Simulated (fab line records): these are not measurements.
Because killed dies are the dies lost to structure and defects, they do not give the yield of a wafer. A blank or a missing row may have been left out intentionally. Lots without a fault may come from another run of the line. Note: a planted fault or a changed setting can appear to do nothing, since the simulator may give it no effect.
2 desks looking at one fault -- flow nandHarc -- each desk holds nothing but its own numbers, with what lay behind them at the end

== AT THE METROLOGY DESK ==
What the gauges read, lot by lot, whatever tool the lot ran on: means of the sampled wafers that have a number. If a lot's mean is further than 4 standard deviations from the usual mean, the lot is out of limits and carries the mark OUT (the distance appears in the brackets).
Columns: A = thkNm at NHARC_A_BONDPAD_THK_MEAS_30, usual 199.8 nm
lot,first seen here,A
L871,day 23 04:51,201.1
L870,day 23 17:56,197.6
L872,day 24 03:45,199.1
L874,day 24 10:46,198.9
L875,day 26 14:26,200.5
L882,day 28 07:43,200.2
L884,day 29 04:25,200.5
L886,day 29 09:47,200.8
L891,day 32 09:58,198.0
L892,day 32 10:50,199.6
Finding of this desk: none of the 10 lots has anything out of limits.

== AT THE TOOL OWNER'S DESK: rieDiel-10 ==
The tool's own readings at NHARC_A_BONDPAD_ETCH_24 (etches the open film in CF4/N2, target depth 30 nm, time 72.99 s): means of the sampled wafers that have a number, for each lot that ran on this tool. If a lot's mean is further than 4 standard deviations from the usual mean, the lot is out of limits and carries the mark OUT (the distance appears in the brackets).
Columns: A = drypumpMotorCurrentA at NHARC_A_BONDPAD_ETCH_24, usual 5.7 A; B = mfcArSccm at NHARC_A_BONDPAD_ETCH_24, usual 150.0 sccm; C = oesProductAu at NHARC_A_BONDPAD_ETCH_24, usual 0.996 a.u.; D = rfFwdPowerW at NHARC_A_BONDPAD_ETCH_24, usual 297.6 W; E = rfVppV at NHARC_A_BONDPAD_ETCH_24, usual 313.7 V; F = showerheadPlenumPTorr at NHARC_A_BONDPAD_ETCH_24, usual 2.61 Torr; G = throttleValvePct at NHARC_A_BONDPAD_ETCH_24, usual 19.794 %
lot,first seen here,A,B,C,D,E,F,G
L871,day 23 06:10,5.5,150.0,0.993,297.5,315.2,2.69,19.801
L870,day 23 19:17,5.5,149.9,0.992,296.4,315.2,2.69,19.791
L874,day 24 12:06,6.0,150.2,1.002,298.0,315.8,2.71,19.797
L882,day 28 09:12,6.3,150.0,1.001,298.7,314.8,2.64,19.797
L884,day 29 05:46,5.9,149.6,0.964,281.4 (-15) OUT,314.4,2.66,19.799
L886,day 29 11:08,6.1,149.9,0.963,280.5 (-16) OUT,313.7,2.63,19.796
L891,day 32 11:16,6.0,150.0,0.997,296.8,315.7,2.70,19.795
This desk's verdict: out of limits on L884, L886, starting with L884 at day 29 05:46 (rfFwdPowerW at NHARC_A_BONDPAD_ETCH_24). Within limits: L871, L870, L874, L882, L891.

== TAKEN TOGETHER ==
The tool owner's desk could have raised an alarm at day 29 05:46, on L884, L886.
Nothing out of limits was seen by the metrology desk.
The metrology desk holds a record of L884, L886, inside its limits.
On rieDiel-10, each named lot ran NHARC_A_BONDPAD_ETCH_24.

== WHAT THE SIMULATOR PUT IN ==
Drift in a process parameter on rieDiel-10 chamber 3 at NHARC_A_BONDPAD_ETCH_24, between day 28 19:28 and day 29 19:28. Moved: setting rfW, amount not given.
Lots struck among those shown: L884, L886.
Hours from the fault's start to each desk's first reading out of limits: the tool owner's desk, 10.
